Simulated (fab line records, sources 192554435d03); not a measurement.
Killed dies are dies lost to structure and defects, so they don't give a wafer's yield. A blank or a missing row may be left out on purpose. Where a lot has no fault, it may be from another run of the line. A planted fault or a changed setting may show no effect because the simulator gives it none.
fab line records -- flow n5Finfet
record lots=7, wafers=39
route steps=1938 shown WELL_APT@47 DUMMY_GATE@237 MOL_CONTACT_COAG@624
startH: hours from the record's first day to the start of the lot's first wafer shown -- waitH: hours from the lot's prior step to this one -- " unchanged from the row above -- L1.1+2: several wafers, shown together as one row -- - value missing, or start not given -- * or withheld: withheld -- < > ~ a bound
route shown NAME@n: names a module that has steps shown in the file, with the first one's number in the route -- usual: the fault-free wafers' mean and standard deviation -- same: alike in all rows -- chamber/n: place in a boat -- sites: readings site by site -- _std_site: their standard deviation -- _edge_site: the outer-site mean with the inner-site mean subtracted -- radiusMm: for every site, how far away it sits from the centre of the wafer -- mask NAME#n: copy n -- behind: the tool/chamber that last shaped the wafer -- hold: what put the lot on hold/how long, in hours/how the hold closed -- device: whichever transistor did not switch (one of n, p or np) -- end of line: at the end of the route, the tests of the same wafers -- step lacking rows: just its recipe -- killed: not the wafer's yield, but the dies lost to structure and defects at the first sort -- map: per-die view of a wafer (x killed, . not killed, _ where there is no die)
set.NAME: setting as actually run; set.NAME@STEP: the setting as run at that earlier step -- model.NAME: the simulator's own value behind a step, which no gauge read
lots where settings were altered on purpose, with a table for each step and a row for each wafer
## steps
# step N5_WELL_APT_IMPLANT_31
# recipe species=B, energyKev=60, doseCm2=1.5e+13, tiltDeg=0, rotationDeg=0
lot.wafer,tool,chamber,startH,waitH,set.energyKev,model.implant.rpNm,model.implant.drpNm
L075.1+2+5,implanter-01,0,22.88,0.1,60,186,64.53
L075.3+4+6,implanter-01,0,22.88,0.1,56.71,176.7,62.61
L076.1+3+5,implanter-01,0,27.00,0.1,60,198.1,64.53
L080.1+4+6,implanter-01,0,51.84,0.1,60,189.5,64.53
L080.2+3+5,implanter-01,0,51.84,0.1,62.15,197.6,65.73
L083.1+2+3,implanter-01,0,69.85,0.1,60,196.1,64.53
L083.4+5+6,implanter-01,0,69.85,0.1,66.19,226.1,67.89
L094.1+3+5,implanter-01,0,135.18,0.1,53.69,170.2,60.78
L094.2+4+6,implanter-01,0,135.18,0.1,60,188.5,64.53
L095.1+2+3,implanter-02,0,141.36,0.1,65.33,211.1,67.44
L095.4+5+6,implanter-02,0,141.36,0.1,60,187.2,64.53
L097.1+2+4,implanter-01,0,152.90,0.1,53.94,173.5,60.93
L097.3+5+6,implanter-01,0,152.90,0.1,60,191.3,64.53
# step N5_DUMMY_GATE_ETCH_37
# recipe chemistry=N2/H2, target=SOC, targetDepthA=600, overetchA=300, tempC=40, ionEnergyEv=200, pressureMtorr=30, sourceW=840, biasW=150, n2FlowSccm=200, h2FlowSccm=200
# usual rfVppV=524.1/2
lot.wafer,tool,chamber,startH,waitH,set.sourceW,rfVppV
L075.1,rieDiel-06,0,53.73,0.0,840,521.7
L075.2,rieDiel-06,3,53.73,0.0,840,526.5
L075.3,rieDiel-06,1,53.73,0.0,781.9,535.3
L075.4,rieDiel-06,2,53.73,0.0,781.9,540.2
L075.5,rieDiel-06,0,53.73,0.0,781.9,534.1
L075.6,rieDiel-06,1,53.73,0.0,840,523.2
L076.1,rieDiel-05,3,60.66,0.0,840,522.8
L076.3,rieDiel-05,1,60.66,0.0,840,525.7
L076.5,rieDiel-05,2,60.66,0.0,840,525.1
L080.1,rieDiel-05,0,82.02,0.0,840,522.0
L080.2,rieDiel-05,1,82.02,0.0,840,527.5
L080.3,rieDiel-05,2,82.02,0.0,840,526.1
L080.4,rieDiel-05,3,82.02,0.0,840,522.4
L080.5,rieDiel-05,1,82.02,0.0,840,525.0
L080.6,rieDiel-05,0,82.02,0.0,840,522.3
L083.1,rieDiel-06,1,100.98,0.0,703.6,555.1
L083.2,rieDiel-06,0,100.98,0.0,703.6,553.6
L083.3,rieDiel-06,2,100.98,0.0,840,528.1
L083.4,rieDiel-06,3,100.98,0.0,840,525.3
L083.5,rieDiel-06,3,100.98,0.0,840,526.3
L083.6,rieDiel-06,0,100.98,0.0,703.6,554.1
L094.1,rieDiel-05,1,166.36,0.0,763.3,544.6
L094.2,rieDiel-05,0,166.36,0.0,763.3,539.6
L094.3,rieDiel-05,2,166.36,0.0,840,526.2
L094.4,rieDiel-05,3,166.36,0.0,840,522.6
L094.5,rieDiel-05,0,166.36,0.0,840,522.9
L094.6,rieDiel-05,3,166.36,0.0,763.3,539.4
L095.1,rieDiel-02,2,172.45,0.0,840,522.8
L095.2,rieDiel-02,0,172.45,0.0,840,525.7
L095.3,rieDiel-02,1,172.45,0.0,929.1,505.3
L095.4,rieDiel-02,0,172.45,0.0,929.1,508.5
L095.5,rieDiel-02,2,172.45,0.0,840,524.6
L095.6,rieDiel-02,1,172.45,0.0,929.1,504.4
L097.1,rieDiel-05,3,185.06,0.0,840,523.7
L097.2,rieDiel-05,0,185.06,0.0,928.5,504.8
L097.3,rieDiel-05,2,185.06,0.0,840,525.3
L097.4,rieDiel-05,1,185.06,0.0,928.5,507.6
L097.5,rieDiel-05,0,185.06,0.0,928.5,507.1
L097.6,rieDiel-05,3,185.06,0.0,840,522.9
# step N5_MOL_CONTACT_COAG_CVD_140
# recipe material=W, targetThkA=665, mode=selectiveFill, tempC=300, timeS=215
lot.wafer,tool,chamber,startH,waitH,set.targetThkA,model.W_of_MOL_CONTACT_COAG_CVD_140.thkNm
L075.1,cvdW-01,0,110.92,0.1,573.1,57
L075.2,cvdW-01,1,110.92,0.1,665,65.8
L075.3,cvdW-01,0,110.92,0.1,573.1,57.2
L075.4,cvdW-01,1,110.92,0.1,573.1,56.4
L075.5,cvdW-01,0,110.92,0.1,665,66.4
L075.6,cvdW-01,1,110.92,0.1,665,66.2
L076.1,cvdW-01,1,114.02,0.1,665,65.8
L076.3,cvdW-01,0,114.02,0.1,665,66
L076.5,cvdW-01,1,114.02,0.1,665,65.6
L080.1,cvdW-02,0,138.09,0.1,665,66.6
L080.2+5,cvdW-02,1,138.09,0.1,665,67
L080.3,cvdW-02,0,138.09,0.1,665,66
L080.4,cvdW-02,1,138.09,0.1,665,66.4
L080.6,cvdW-02,0,138.09,0.1,665,65.8
L083.1,cvdW-02,1,155.78,0.1,741.2,74
L083.2,cvdW-02,0,155.78,0.1,665,66.2
L083.3,cvdW-02,0,155.78,0.1,665,66.4
L083.4,cvdW-02,1,155.78,0.1,741.2,74.2
L083.5,cvdW-02,1,155.78,0.1,741.2,74.6
L083.6,cvdW-02,0,155.78,0.1,665,66
L094.1+3,cvdW-02,0,219.49,0.1,665,65.8
L094.2+5,cvdW-02,1,219.49,0.1,604.4,61
L094.4,cvdW-02,1,219.49,0.1,665,66.8
L094.6,cvdW-02,0,219.49,0.1,604.4,59
L095.1,cvdW-01,1,222.86,0.1,665,65.8
L095.2,cvdW-01,0,222.86,0.1,574.6,57
L095.3,cvdW-01,0,222.86,0.1,574.6,57.8
L095.4,cvdW-01,1,222.86,0.1,665,66.4
L095.5,cvdW-01,0,222.86,0.1,574.6,56.8
L095.6,cvdW-01,1,222.86,0.1,665,66.2
L097.1,cvdW-02,0,241.07,0.1,694.7,70
L097.2,cvdW-02,1,241.07,0.1,665,67
L097.3,cvdW-02,0,241.07,0.1,665,66.4
L097.4,cvdW-02,1,241.07,0.1,694.7,71
L097.5,cvdW-02,1,241.07,0.1,665,67.4
L097.6,cvdW-02,0,241.07,0.1,694.7,69.6
## key
split step=N5_WELL_APT_IMPLANT_31, setting=energyKev, stated=60, by=wafer
response step=N5_WELL_APT_IMPLANT_31, reading=model.implant.rpNm, change=+2.21, per=1%, r=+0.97
response step=N5_WELL_APT_IMPLANT_31, reading=model.implant.drpNm, change=+0.343, per=1%, r=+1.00
split step=N5_DUMMY_GATE_ETCH_37, setting=sourceW, stated=840, by=wafer
response step=N5_DUMMY_GATE_ETCH_37, reading=rfVppV, change=-1.74, per=1%, r=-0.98
split step=N5_MOL_CONTACT_COAG_CVD_140, setting=targetThkA, stated=665, by=wafer
response step=N5_MOL_CONTACT_COAG_CVD_140, reading=model.W_of_MOL_CONTACT_COAG_CVD_140.thkNm, change=+0.671, per=1%, r=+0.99
